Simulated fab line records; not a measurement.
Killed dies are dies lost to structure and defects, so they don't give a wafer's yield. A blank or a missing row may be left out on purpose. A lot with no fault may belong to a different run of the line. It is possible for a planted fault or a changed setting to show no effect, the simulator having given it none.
fab line records + flow nand_harc
record:
- lots: 12
- wafers: 36
- last_day: 33
route steps=1302 shown P_GATE@141
lots with no fault: from the same line, run without faults
start_h: hours from the record's opening day to when the first of the lot's shown wafers began + wait_h: hours elapsed since this lot's preceding step + " unchanged from the row above + L1.1+2: several wafers, shown together as one row + - no value, or no start given + * or withheld: withheld + < > ~ a bound
route shown NAME@n: NAME is a module with steps in the file, n the number in the route of the first one + usual: mean/standard deviation taken from wafers without a fault + same: alike in all rows + chamber/n: place in a boat + sites: per-site readings + _std_site: the standard deviation of these + _edge_site: mean of outer sites minus mean of inner sites + radius_mm: for every site, how far away it sits from the centre of the wafer + mask NAME#n: copy n + behind: tool/chamber where the wafer was last shaped + hold: reason for holding the lot/hours on hold/outcome of the hold + device: which transistor (n, p or np) failed to switch + end of line: tests of these same wafers at the route's end + step lacking rows: just its recipe + killed: dies that structure and defects cost at the first sort, which is not the same as the wafer's yield + map: a wafer's dies, marking killed ones x, the rest . and places with no die _
set.NAME: the setting that was run; set.NAME@STEP: the one run at that earlier step + model.NAME: the simulator's own value behind a step, which no gauge read
steps of the route over a sample of lots; a table a step, a row a wafer
services: a tool's chamber out of use, with start hour (start_h, from the record's first day; less than 0 if before it), hours out, and reason
== steps ==
step: NHARC_P_GATE_CD_MEAS_26
recipe:
- target_cd_nm: 120
- landing_energy_ev: 500
usual:
- cd_nm: 119.9/0.68
| lot.wafer | tool      | chamber | start_h | wait_h | cd_nm |
|-----------|-----------|---------|---------|--------|-------|
| L413.1    | cd_sem-03 | 0       | 100.17  | -      | 119.7 |
| L413.5    | "         | 0       | "       | "      | 119.8 |
| L413.6    | "         | 0       | "       | "      | 119.3 |
| L414.1    | cd_sem-02 | 0       | 106.15  | -      | 119.7 |
| L414.2    | "         | 0       | "       | "      | 120.3 |
| L414.6    | "         | 0       | "       | "      | 120.1 |
| L415.2    | cd_sem-03 | 0       | 116.55  | -      | 120.3 |
| L415.4    | "         | 0       | "       | "      | 120.0 |
| L415.5    | "         | 0       | "       | "      | 121.0 |
| L417.3    | cd_sem-03 | 0       | 137.25  | -      | 119.4 |
| L417.4    | "         | 0       | "       | "      | 119.7 |
| L417.6    | "         | 0       | "       | "      | 119.8 |
| L419.3    | cd_sem-03 | 0       | 155.67  | -      | 121.1 |
| L419.4    | "         | 0       | "       | "      | 120.1 |
| L419.5    | "         | 0       | "       | "      | 120.7 |
| L421.1    | cd_sem-01 | 0       | 180.36  | -      | 120.1 |
| L421.2    | "         | 0       | "       | "      | 120.2 |
| L421.6    | "         | 0       | "       | "      | 119.0 |
| L422.3    | cd_sem-03 | 0       | 191.77  | -      | 119.8 |
| L422.4    | "         | 0       | "       | "      | 119.9 |
| L422.5    | "         | 0       | "       | "      | 119.3 |
| L423.2    | cd_sem-01 | 0       | 206.60  | -      | 120.1 |
| L423.3    | "         | 0       | "       | "      | 118.9 |
| L423.5    | "         | 0       | "       | "      | 119.4 |
| L424.2    | cd_sem-01 | 0       | 211.40  | -      | 119.4 |
| L424.5    | "         | 0       | "       | "      | 119.3 |
| L424.6    | "         | 0       | "       | "      | 120.0 |
| L427.2    | cd_sem-02 | 0       | 239.09  | -      | 119.7 |
| L427.3    | "         | 0       | "       | "      | 119.5 |
| L427.5    | "         | 0       | "       | "      | 119.6 |
| L429.1    | cd_sem-02 | 0       | 254.50  | -      | 119.9 |
| L429.3    | "         | 0       | "       | "      | 119.6 |
| L429.6    | "         | 0       | "       | "      | 120.1 |
| L435.2    | cd_sem-02 | 0       | 322.58  | -      | 120.0 |
| L435.4    | "         | 0       | "       | "      | 121.3 |
| L435.6    | "         | 0       | "       | "      | 119.6 |
step: NHARC_P_GATE_HM_OPEN_105
recipe:
- target_depth_a: 3600
- o2_flow_sccm: 400
- cos_flow_sccm: 20
- ar_flow_sccm: 0
- rf_w: 500
- bias_w: 300
- chemistry: O2/COS
usual:
- drypump_motor_current_A: 5.9/0.56
- oes_product_au: 0.998/0.017
- rf_vpp_V: 467.1/2.6
- showerhead_plenum_p_Torr: 3.12/0.12
- throttle_valve_pct: 28.331/0.0088
| lot.wafer | tool        | chamber | start_h | wait_h | drypump_motor_current_A | oes_product_au | rf_hours_counter_h | rf_vpp_V | showerhead_plenum_p_Torr | throttle_valve_pct |
|-----------|-------------|---------|---------|--------|-------------------------|----------------|--------------------|----------|--------------------------|--------------------|
| L413.1    | rie_diel-02 | 0       | -       | -      | 5.3                     | 1.000          | 1.8                | 471.5    | 3.27                     | 28.326             |
| L413.5    | "           | 2       | "       | "      | 6.6                     | 0.958          | -                  | 467.6    | 3.10                     | 28.328             |
| L413.6    | "           | 3       | "       | "      | 5.9                     | 0.988          | -                  | 469.3    | 3.28                     | 28.324             |
| L414.1    | rie_diel-04 | 1       | -       | -      | 5.7                     | 1.027          | 6.6                | 464.4    | 3.06                     | 28.337             |
| L414.2    | "           | 3       | "       | "      | 5.0                     | 0.988          | 5.5                | 466.6    | 3.09                     | 28.342             |
| L414.6    | "           | 0       | "       | "      | 6.3                     | 1.021          | -                  | 467.5    | 3.20                     | 28.319             |
| L415.2    | rie_diel-09 | 3       | -       | -      | 6.8                     | 0.985          | 6.5                | 469.2    | 3.18                     | 28.320             |
| L415.4    | "           | 0       | "       | "      | 5.7                     | 0.980          | 5.9                | 466.3    | 3.02                     | 28.340             |
| L415.5    | "           | 2       | "       | "      | 5.0                     | 0.990          | -                  | 464.5    | 3.04                     | 28.322             |
| L417.4    | rie_diel-02 | 0       | -       | -      | 5.3                     | 0.984          | 3.8                | 470.0    | 3.27                     | 28.335             |
| L417.3    | "           | 1       | "       | "      | 6.7                     | 1.006          | 3.5                | 462.3    | 2.92                     | 28.345             |
| L417.6    | "           | 3       | "       | "      | 6.0                     | 0.998          | -                  | 470.0    | 3.28                     | 28.351             |
| L419.3    | rie_diel-02 | 0       | -       | -      | 5.3                     | 1.001          | 4.7                | 468.9    | 3.27                     | 28.342             |
| L419.4    | "           | 1       | "       | "      | 6.6                     | 1.017          | 4.8                | 463.7    | 2.92                     | 28.320             |
| L419.5    | "           | 1       | "       | "      | 6.6                     | 1.017          | -                  | 463.3    | 2.92                     | 28.323             |
| L421.1    | rie_diel-02 | 2       | -       | -      | 6.6                     | 0.985          | 6.7                | 467.1    | 3.10                     | 28.329             |
| L421.2    | "           | 3       | "       | "      | 6.0                     | 1.003          | 6.3                | 470.6    | 3.27                     | 28.340             |
| L421.6    | "           | 3       | "       | "      | 5.9                     | 0.999          | -                  | 469.6    | 3.27                     | 28.323             |
| L422.3    | rie_diel-02 | 0       | -       | -      | 5.3                     | 0.998          | 6.5                | 469.6    | 3.27                     | 28.323             |
| L422.4    | "           | 2       | "       | "      | 6.6                     | 0.982          | 7.0                | 467.7    | 3.09                     | 28.330             |
| L422.5    | "           | 3       | "       | "      | 5.9                     | 1.007          | -                  | 469.9    | 3.27                     | 28.336             |
| L423.3    | rie_diel-09 | 3       | -       | -      | 6.8                     | 1.009          | 2.4                | 469.4    | 3.18                     | 28.329             |
| L423.2    | "           | 0       | "       | "      | 5.7                     | 0.998          | 2.5                | 465.5    | 3.02                     | 28.320             |
| L423.5    | "           | 3       | "       | "      | 6.8                     | 1.006          | -                  | 468.9    | 3.18                     | 28.324             |
| L424.2    | rie_diel-09 | 3       | -       | -      | 6.8                     | 1.002          | 3.4                | 468.2    | 3.18                     | 28.325             |
| L424.5    | "           | 1       | "       | "      | 5.8                     | 1.008          | -                  | 462.0    | 2.91                     | 28.313             |
| L424.6    | "           | 2       | "       | "      | 5.0                     | 0.999          | -                  | 466.1    | 3.04                     | 28.327             |
| L427.2    | rie_diel-04 | 3       | -       | -      | 5.1                     | 0.960          | 4.8                | 468.3    | 3.09                     | 28.330             |
| L427.3    | "           | 1       | "       | "      | 5.8                     | 1.009          | 4.1                | 465.7    | 3.05                     | 28.327             |
| L427.5    | "           | 1       | "       | "      | 5.7                     | 1.020          | -                  | 465.9    | 3.05                     | 28.320             |
| L429.1    | rie_diel-02 | 1       | -       | -      | 6.7                     | 1.009          | 1.6                | 462.7    | 2.92                     | 28.321             |
| L429.3    | "           | 0       | "       | "      | 5.3                     | 0.989          | 1.7                | 469.2    | 3.27                     | 28.332             |
| L429.6    | "           | 2       | "       | "      | 6.6                     | 0.971          | -                  | 465.5    | 3.09                     | 28.331             |
| L435.4    | rie_diel-02 | 3       | -       | -      | 5.9                     | 1.001          | 4.8                | 469.9    | 3.27                     | 28.339             |
| L435.2    | "           | 0       | "       | "      | 5.3                     | 0.993          | 5.4                | 469.8    | 3.27                     | 28.340             |
| L435.6    | "           | 2       | "       | "      | 6.6                     | 0.979          | -                  | 466.9    | 3.09                     | 28.347             |
step: NHARC_P_GATE_EXPOSE_56
recipe:
- na: 0.6
- target_cd_nm: 720
- dose_mj: 14.81
- mask_id: P_PSD
| lot.wafer  | tool           | chamber | start_h | wait_h | mask       |
|------------|----------------|---------|---------|--------|------------|
| L413.1+5+6 | krf_scanner-02 | 0       | 113.58  | -      | P_PSD#0    |
| L414.1+2+6 | krf_scanner-02 | 0       | 119.59  | -      | P_PSD#0    |
| L415.2+4+5 | krf_scanner-02 | 0       | 132.00  | -      | P_PSD#0    |
| L417.3+4+6 | krf_scanner-04 | 0       | 153.08  | -      | P_PSD#0    |
| L419.3+4+5 | krf_scanner-02 | 0       | 169.12  | -      | P_PSD#0    |
| L421.1+2+6 | krf_scanner-02 | 0       | 200.35  | -      | P_PSD#0    |
| L422.3+4+5 | krf_scanner-04 | 0       | 205.42  | -      | P_PSD#0    |
| L423.2+3+5 | krf_scanner-02 | 0       | 220.18  | -      | P_PSD#0    |
| L424.2+5+6 | krf_scanner-01 | 0       | 231.27  | -      | P_PSD#0    |
| L427.2+3+5 | krf_scanner-01 | 0       | 252.85  | -      | P_PSD#0    |
| L429.1+3+6 | krf_scanner-04 | 0       | 267.78  | -      | P_PSD_R1#0 |
| L435.2+4+6 | krf_scanner-02 | 0       | 336.04  | -      | P_PSD#0    |
step: NHARC_P_GATE_CD_MEAS_59
recipe:
- target_cd_nm: 720
- landing_energy_ev: 500
usual:
- cd_nm: 720.3/2.3
| lot.wafer | tool      | chamber | start_h | wait_h | cd_nm |
|-----------|-----------|---------|---------|--------|-------|
| L413.1    | cd_sem-02 | 0       | 113.74  | -      | 719.0 |
| L413.5    | "         | 0       | "       | "      | 721.5 |
| L413.6    | "         | 0       | "       | "      | 721.8 |
| L414.1    | cd_sem-03 | 0       | 119.75  | -      | 716.9 |
| L414.2    | "         | 0       | "       | "      | 720.0 |
| L414.6    | "         | 0       | "       | "      | 718.3 |
| L415.2    | cd_sem-03 | 0       | 132.16  | -      | 720.7 |
| L415.4    | "         | 0       | "       | "      | 721.9 |
| L415.5    | "         | 0       | "       | "      | 718.5 |
| L417.3    | cd_sem-01 | 0       | 153.23  | -      | 719.8 |
| L417.4    | "         | 0       | "       | "      | 718.8 |
| L417.6    | "         | 0       | "       | "      | 722.4 |
| L419.3    | cd_sem-01 | 0       | 169.27  | -      | 721.4 |
| L419.4    | "         | 0       | "       | "      | 719.8 |
| L419.5    | "         | 0       | "       | "      | 720.8 |
| L421.1    | cd_sem-01 | 0       | 200.51  | -      | 719.0 |
| L421.2    | "         | 0       | "       | "      | 721.7 |
| L421.6    | "         | 0       | "       | "      | 723.7 |
| L422.3    | cd_sem-03 | 0       | 205.57  | -      | 721.2 |
| L422.4    | "         | 0       | "       | "      | 721.1 |
| L422.5    | "         | 0       | "       | "      | 722.5 |
| L423.2    | cd_sem-03 | 0       | 220.35  | -      | 724.5 |
| L423.3    | "         | 0       | "       | "      | 719.4 |
| L423.5    | "         | 0       | "       | "      | 722.1 |
| L424.2    | cd_sem-03 | 0       | 231.42  | -      | 718.4 |
| L424.5    | "         | 0       | "       | "      | 715.6 |
| L424.6    | "         | 0       | "       | "      | 717.3 |
| L427.2    | cd_sem-03 | 0       | 253.01  | -      | 722.0 |
| L427.3    | "         | 0       | "       | "      | 722.2 |
| L427.5    | "         | 0       | "       | "      | 722.1 |
| L429.1    | cd_sem-03 | 0       | 267.94  | -      | 706.0 |
| L429.3    | "         | 0       | "       | "      | 704.0 |
| L429.6    | "         | 0       | "       | "      | 700.9 |
| L435.2    | cd_sem-02 | 0       | 336.19  | -      | 719.5 |
| L435.4    | "         | 0       | "       | "      | 720.7 |
| L435.6    | "         | 0       | "       | "      | 722.1 |
step: NHARC_P_GATE_DESCUM_61
recipe:
- time_s: 3
- o2_flow_sccm: 200
- ar_flow_sccm: 0
- bias_power_w: 0
- chemistry: O2
usual:
- drypump_motor_current_A: 6.0/0.59
- oes_product_au: 0.999/0.016
- rf_vpp_V: 57.7/0.97
- showerhead_plenum_p_Torr: 1.91/0.083
- throttle_valve_pct: 11.311/0.0093
| lot.wafer | tool        | chamber | start_h | wait_h | drypump_motor_current_A | oes_product_au | rf_hours_counter_h | rf_vpp_V | showerhead_plenum_p_Torr | throttle_valve_pct |
|-----------|-------------|---------|---------|--------|-------------------------|----------------|--------------------|----------|--------------------------|--------------------|
| L413.1    | rie_diel-02 | 3       | 113.91  | -      | 6.0                     | 1.006          | 3                  | 59.3     | 2.01                     | 11.306             |
| L413.6    | "           | 2       | "       | "      | 6.6                     | 0.974          | -                  | 57.1     | 1.90                     | 11.322             |
| L413.5    | "           | 3       | "       | "      | 5.9                     | 1.002          | -                  | 59.5     | 2.01                     | 11.308             |
| L414.2    | rie_diel-02 | 0       | 119.92  | -      | 5.3                     | 1.005          | 3                  | 58.8     | 2.01                     | 11.310             |
| L414.1    | "           | 1       | "       | "      | 6.7                     | 1.026          | 3                  | 56.6     | 1.78                     | 11.311             |
| L414.6    | "           | 3       | "       | "      | 5.9                     | 0.998          | -                  | 59.1     | 2.01                     | 11.315             |
| L415.2    | rie_diel-02 | 2       | 132.33  | -      | 6.6                     | 0.977          | 4                  | 57.3     | 1.90                     | 11.292             |
| L415.4    | "           | 3       | "       | "      | 5.9                     | 0.999          | 4                  | 58.1     | 2.01                     | 11.301             |
| L415.5    | "           | 1       | "       | "      | 6.7                     | 1.007          | -                  | 57.9     | 1.78                     | 11.329             |
| L417.3    | rie_diel-04 | 1       | 153.39  | -      | 5.7                     | 1.018          | 10                 | 57.3     | 1.87                     | 11.315             |
| L417.4    | "           | 3       | "       | "      | 5.1                     | 0.986          | 8                  | 58.1     | 1.89                     | 11.310             |
| L417.6    | "           | 2       | "       | "      | 5.8                     | 1.002          | -                  | 56.0     | 1.99                     | 11.314             |
| L419.3    | rie_diel-02 | 2       | 169.45  | -      | 6.6                     | 0.974          | 5                  | 58.8     | 1.90                     | 11.312             |
| L419.4    | "           | 3       | "       | "      | 5.9                     | 1.000          | 5                  | 57.5     | 2.01                     | 11.304             |
| L419.5    | "           | 0       | "       | "      | 5.3                     | 0.981          | -                  | 57.9     | 2.01                     | 11.319             |
| L421.1    | rie_diel-09 | 2       | 200.66  | -      | 5.0                     | 0.990          | 3                  | 58.2     | 1.86                     | 11.309             |
| L421.2    | "           | 0       | "       | "      | 5.7                     | 0.995          | 2                  | 56.6     | 1.84                     | 11.320             |
| L421.6    | "           | 2       | "       | "      | 5.0                     | 0.997          | -                  | 58.3     | 1.86                     | 11.307             |
| L422.3    | rie_diel-04 | 2       | 205.72  | -      | 5.8                     | 1.006          | 2                  | 57.6     | 1.99                     | 11.302             |
| L422.4    | "           | 1       | "       | "      | 5.7                     | 1.034          | 1                  | 57.0     | 1.87                     | 11.316             |
| L422.5    | "           | 3       | "       | "      | 5.0                     | 0.976          | -                  | 57.3     | 1.89                     | 11.322             |
| L423.2    | rie_diel-09 | 1       | 220.52  | -      | 5.8                     | 1.011          | 4                  | 55.6     | 1.78                     | 11.334             |
| L423.3    | "           | 2       | "       | "      | 5.0                     | 1.001          | 4                  | 57.5     | 1.86                     | 11.308             |
| L423.5    | "           | 0       | "       | "      | 5.7                     | 0.985          | -                  | 58.7     | 1.84                     | 11.319             |
| L424.2    | rie_diel-02 | 3       | 231.59  | -      | 5.9                     | 0.996          | 0                  | 59.1     | 2.01                     | 11.315             |
| L424.6    | "           | 2       | "       | "      | 6.5                     | 0.979          | -                  | 57.1     | 1.90                     | 11.315             |
| L424.5    | "           | 3       | "       | "      | 5.9                     | 0.989          | -                  | 56.6     | 2.01                     | 11.314             |
| L427.3    | rie_diel-09 | 3       | 253.16  | -      | 6.8                     | 1.024          | 7                  | 58.2     | 1.95                     | 11.302             |
| L427.2    | "           | 2       | "       | "      | 5.0                     | 1.008          | 8                  | 57.9     | 1.86                     | 11.317             |
| L427.5    | "           | 2       | "       | "      | 5.0                     | 1.004          | -                  | 57.6     | 1.86                     | 11.298             |
| L429.3    | rie_diel-02 | 2       | 268.11  | -      | 6.5                     | 0.979          | 1                  | 58.4     | 1.90                     | 11.290             |
| L429.1    | "           | 0       | "       | "      | 5.3                     | 0.998          | 2                  | 58.9     | 2.01                     | 11.318             |
| L429.6    | "           | 1       | "       | "      | 6.7                     | 1.015          | -                  | 57.6     | 1.78                     | 11.322             |
| L435.4    | rie_diel-02 | 2       | 336.35  | -      | 6.6                     | 0.985          | 4                  | 57.9     | 1.89                     | 11.314             |
| L435.2    | "           | 1       | "       | "      | 6.6                     | 1.021          | 5                  | 56.7     | 1.78                     | 11.323             |
| L435.6    | "           | 3       | "       | "      | 5.9                     | 1.009          | -                  | 58.0     | 2.01                     | 11.304             |
== services ==
| tool           | chamber | start_h | hours | kind   |
|----------------|---------|---------|-------|--------|
| krf_scanner-02 | -       | 94.00   | 4.0   | pm     |
| krf_scanner-04 | -       | 106.99  | 0.5   | repair |
| krf_scanner-04 | -       | 112.03  | 3.9   | repair |
| krf_scanner-01 | -       | 112.74  | 2.6   | repair |
| rie_diel-04    | -       | 116.06  | 2.1   | repair |
| rie_diel-09    | 3       | 118.43  | 15.8  | repair |
| krf_scanner-04 | -       | 122.83  | 1.7   | repair |
| rie_diel-04    | 0       | 127.22  | 1.2   | repair |
| krf_scanner-02 | -       | 135.22  | 5.5   | repair |
| rie_diel-09    | -       | 143.59  | 9.0   | pm     |
| rie_diel-04    | -       | 168.21  | 0.3   | repair |
| rie_diel-04    | -       | 177.90  | 9.0   | pm     |
| krf_scanner-04 | -       | 182.00  | 4.0   | pm     |
| rie_diel-09    | 0       | 183.59  | 2.6   | repair |
| rie_diel-04    | -       | 211.81  | 0.4   | repair |
| rie_diel-02    | -       | 216.70  | 9.0   | pm     |
| rie_diel-04    | 0       | 227.00  | 8.0   | repair |
| rie_diel-09    | 0       | 235.55  | 59.5  | repair |
| rie_diel-04    | 0       | 235.93  | 13.3  | repair |
| krf_scanner-02 | -       | 266.00  | 4.0   | pm     |
| krf_scanner-04 | -       | 298.16  | 2.2   | repair |
| rie_diel-09    | 0       | 312.87  | 24.6  | repair |
| krf_scanner-04 | -       | 314.50  | 0.8   | repair |
| rie_diel-09    | -       | 320.59  | 9.0   | pm     |
== key ==
first_sign:
- step: NHARC_P_GATE_EXPOSE_56
- reading: mask
- direction: changed
effect:
- step: NHARC_P_GATE_CD_MEAS_59
- reading: cd_nm
- direction: down
- sigmas: 7.1
- usual: 720.3
- struck: 703.6
met_at NHARC_P_GATE_EXPOSE_56
struck_lots L429
tester_left_out L429
not_acting_at NHARC_P_GATE_CD_MEAS_26,NHARC_P_GATE_HM_OPEN_105,NHARC_P_GATE_DESCUM_61
onset_between 205.42 267.78
fault:
- kind: wrong_mask
- tool: any
- chamber: -
- onset_h: 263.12
- steps: NHARC_P_GATE_EXPOSE_56
- aux_copy: P_PSD_R1#0
- cd_offset_nm: -13.366
- scope: struck_lots_only
tester_left_out: of these lots the tester's yield and bins aren't shown, on N5 and GAA mostly nor the transistor test; their killed dies are dies lost to structure and defects alone, not to doping, threshold or leakage, so they don't give the yield
